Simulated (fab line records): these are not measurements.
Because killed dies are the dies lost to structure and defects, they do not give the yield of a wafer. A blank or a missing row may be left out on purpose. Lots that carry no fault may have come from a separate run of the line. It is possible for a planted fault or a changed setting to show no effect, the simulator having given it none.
Chamber matching | flow nand harc | NHARC_P_CONTACT_DESCUM_17 on rie diel-02: 4 sister chambers
The step chemistry O2, time 3 s. 20 wafers are shown with their chamber, then 10 later ones without.

## WAFERS, EACH WITH ITS CHAMBER
wafer  | chamber | drypump motor current A (A) | oes product au (a.u.) | o2 flow sccm (sccm)
L076.4 | 0       | 5.86                        | 1.005                 | 200.5
L076.5 | 1       | 6.33                        | 1.019                 | 200.1
L076.6 | 2       | 5.70                        | 1.003                 | 200.4
L078.2 | 1       | 6.36                        | 1.014                 | 201.0
L078.4 | 2       | 5.72                        | 1.004                 | 200.9
L078.5 | 2       | 5.71                        | 1.008                 | 200.2
L077.1 | 3       | 5.64                        | 1.004                 | 200.1
L077.3 | 2       | 5.71                        | 1.009                 | 199.1
L077.5 | 3       | 5.64                        | 0.994                 | 200.4
L080.4 | 0       | 5.85                        | 1.015                 | 200.2
L080.5 | 2       | 5.70                        | 1.002                 | 200.5
L080.6 | 3       | 5.66                        | 0.980                 | 200.9
L083.1 | 3       | 5.63                        | 0.996                 | 200.5
L083.2 | 2       | 5.70                        | 1.010                 | 200.5
L083.3 | 1       | 6.34                        | 1.003                 | 199.9
L085.1 | 2       | 5.69                        | 1.017                 | 200.8
L085.2 | 3       | 5.62                        | 0.991                 | 200.9
L085.5 | 1       | 6.34                        | 0.993                 | 199.5
L086.3 | 1       | 6.34                        | 1.010                 | 199.3
L086.4 | 2       | 5.69                        | 1.025                 | 200.7

SIGNATURES (means of the wafers above)
reading                 | chamber 0 | chamber 1 | chamber 2 | chamber 3 | scatter within a chamber
drypump motor current A | 5.8550    | 6.3420    | 5.7025    | 5.6380    | 0.0116
oes product au          | 1.01000   | 1.00780   | 1.00975   | 0.99300   | 0.00863
o2 flow sccm            | 200.350   | 199.960   | 200.387   | 200.560   | 0.531
Rule: for a wafer and a chamber, the distance is found by dividing, reading by reading, the gap between the wafer's reading and the chamber's mean by the reading's scatter, squaring, summing and taking the root. If the next closest chamber is less than 2 further off than the closest, the wafer can't be placed; otherwise it belongs to the closest. How the scatter is found: for the shown wafers, subtract from each reading the mean of its chamber, square and add these, divide the total by (wafers less chambers), then take the root.

## WAFERS WITH NO CHAMBER GIVEN
wafer  | drypump motor current A (A) | oes product au (a.u.) | o2 flow sccm (sccm)
L086.5 | 5.64                        | 0.988                 | 200.2
L091.1 | 5.73                        | 1.014                 | 200.1
L091.4 | 5.65                        | 1.008                 | 200.7
L091.5 | 6.34                        | 1.007                 | 199.4
L094.2 | 6.37                        | 1.009                 | 199.7
L094.4 | 6.35                        | 0.998                 | 199.8
L094.5 | 5.66                        | 1.001                 | 200.5
L096.2 | 5.72                        | 1.007                 | 199.9
L096.4 | 5.71                        | 1.021                 | 199.8
L096.5 | 6.36                        | 0.997                 | 201.3

## THE CHAMBER EACH PASSED THROUGH
wafer  | from the rows above     | in truth
L086.5 | 3                       | 3
L091.1 | 2                       | 2
L091.4 | 3                       | 3
L091.5 | 1                       | 1
L094.2 | 1                       | 1
L094.4 | 1                       | 1
L094.5 | can't be placed: 3 or 2 | 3
L096.2 | 2                       | 2
L096.4 | 2                       | 2
L096.5 | 1                       | 1
Correctly placed: 9 of 10. Can't be placed from these rows: 1 (the true chamber is among the candidates in 1). Wrongly placed: 0.
